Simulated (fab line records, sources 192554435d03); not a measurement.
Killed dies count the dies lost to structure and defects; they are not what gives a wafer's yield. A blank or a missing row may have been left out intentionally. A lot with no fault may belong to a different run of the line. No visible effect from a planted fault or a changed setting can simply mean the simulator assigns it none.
Matching of chambers | flow n5_finfet | 3 sister chambers for N5_BEOL_M12_ILD_DEP_00 on pecvd-04
The step deposits SiOC from DEMS/O2, target thk 658.92 nm, time 130.7 s. 3 wafers are shown with their chamber, then 8 later ones without.

## WAFERS PAIRED WITH THEIR CHAMBERS
wafer  | chamber | throttle_valve_pct (%)
L085.3 | 0       | 11.9
L085.6 | 2       | 13.4
L087.1 | 1       | 12.4

## WAFERS WITHOUT THEIR CHAMBER
wafer  | throttle_valve_pct (%)
L087.2 | 12.0
L087.3 | 13.4
L087.4 | 12.0
L087.5 | 12.3
L087.6 | 13.5
L096.1 | 12.5
L096.4 | 13.4
L096.6 | 12.6

## CHAMBER TAKEN BY EACH
wafer  | from the rows above | in truth
L087.2 | 0                   | 0
L087.3 | 2                   | 2
L087.4 | 0                   | 0
L087.5 | 1                   | 1
L087.6 | 2                   | 2
L096.1 | 1                   | 1
L096.4 | 2                   | 2
L096.6 | 1                   | 1
Correctly placed: 8 of 8. Not placeable from these rows: 0. 0 placed wrongly.
How it was worked out, from the rows above alone: a wafer's distance from a chamber is the root of the sum, over the readings, of the square of ((its reading less the chamber's mean) divided by the reading's scatter). The wafer belongs to the nearest chamber; if the next one is less than 2 further off, it can't be placed. A chamber's mean is the mean of its shown wafers. The scatter (one wafer shown for each chamber): square how far every hidden wafer sits from the nearest shown wafer, average those squares and take the square root.
